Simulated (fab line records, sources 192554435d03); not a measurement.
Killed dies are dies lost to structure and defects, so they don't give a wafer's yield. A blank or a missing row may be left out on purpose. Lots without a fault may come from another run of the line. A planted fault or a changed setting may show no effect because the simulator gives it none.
Chamber matching | flow n5_finfet | N5_BEOL_M12_ETCH_67 on rie_diel-04: 4 sister chambers
The step etches SiARC in CF4, target depth 143 nm, time 238.3 s. 16 wafers are shown with their chamber, then 8 later ones without.

WAFERS WITH THEIR CHAMBER
wafer  | chamber | showerhead_plenum_p_Torr (Torr) | drypump_motor_current_A (A) | throttle_valve_pct (%)
L077.2 | 3       | 2.15                            | 5.0                         | 15.81
L077.3 | 0       | 2.19                            | 5.8                         | 15.67
L077.5 | 0       | 2.19                            | 5.7                         | 15.69
L078.1 | 1       | 2.03                            | 5.8                         | 15.50
L078.2 | 2       | 2.09                            | 6.3                         | 15.79
L078.3 | 0       | 2.19                            | 5.7                         | 15.69
L080.2 | 3       | 2.14                            | 5.1                         | 15.82
L080.3 | 1       | 2.03                            | 5.9                         | 15.53
L080.6 | 3       | 2.14                            | 5.1                         | 15.81
L086.1 | 1       | 2.02                            | 5.8                         | 15.55
L086.2 | 2       | 2.08                            | 6.3                         | 15.83
L086.4 | 2       | 2.08                            | 6.3                         | 15.82
L085.3 | 1       | 2.02                            | 5.8                         | 15.55
L085.4 | 2       | 2.08                            | 6.3                         | 15.86
L085.5 | 1       | 2.02                            | 5.8                         | 15.55
L088.3 | 1       | 2.02                            | 5.8                         | 15.54

SIGNATURES (means of the wafers above)
reading                  | chamber 0 | chamber 1 | chamber 2 | chamber 3 | scatter within a chamber
showerhead_plenum_p_Torr | 2.1900    | 2.0233    | 2.0825    | 2.1433    | 0.00479
drypump_motor_current_A  | 5.733     | 5.817     | 6.300     | 5.067     | 0.0425
throttle_valve_pct       | 15.6833   | 15.5367   | 15.8250   | 15.8133   | 0.0199
Rule: a wafer's distance from a chamber is the root of the sum, over the readings, of the square of ((its reading less the chamber's mean) divided by the reading's scatter). The wafer belongs to the nearest chamber; if the next one is less than 2 further off, it can't be placed. The scatter: the root of (the sum of the squares of (reading less its chamber's mean) over the shown wafers, divided by (wafers less chambers)).

WAFERS WITHOUT THEIR CHAMBER
wafer  | showerhead_plenum_p_Torr (Torr) | drypump_motor_current_A (A) | throttle_valve_pct (%)
L088.4 | 2.08                            | 6.3                         | 15.85
L088.5 | 2.14                            | 5.1                         | 15.84
L090.1 | 2.02                            | 5.8                         | 15.56
L090.4 | 2.02                            | 5.8                         | 15.58
L090.5 | 2.02                            | 5.8                         | 15.56
L095.1 | 2.01                            | 5.9                         | 15.59
L095.4 | 2.07                            | 6.3                         | 15.87
L095.6 | 2.07                            | 6.3                         | 15.87

WHICH CHAMBER EACH WENT THROUGH
wafer  | from the rows above | in truth
L088.4 | 2                   | 2
L088.5 | 3                   | 3
L090.1 | 1                   | 1
L090.4 | 1                   | 1
L090.5 | 1                   | 1
L095.1 | 1                   | 1
L095.4 | 2                   | 2
L095.6 | 2                   | 2
Placed correctly: 8 of 8. Can't be placed from these rows: 0. Placed wrongly: 0.
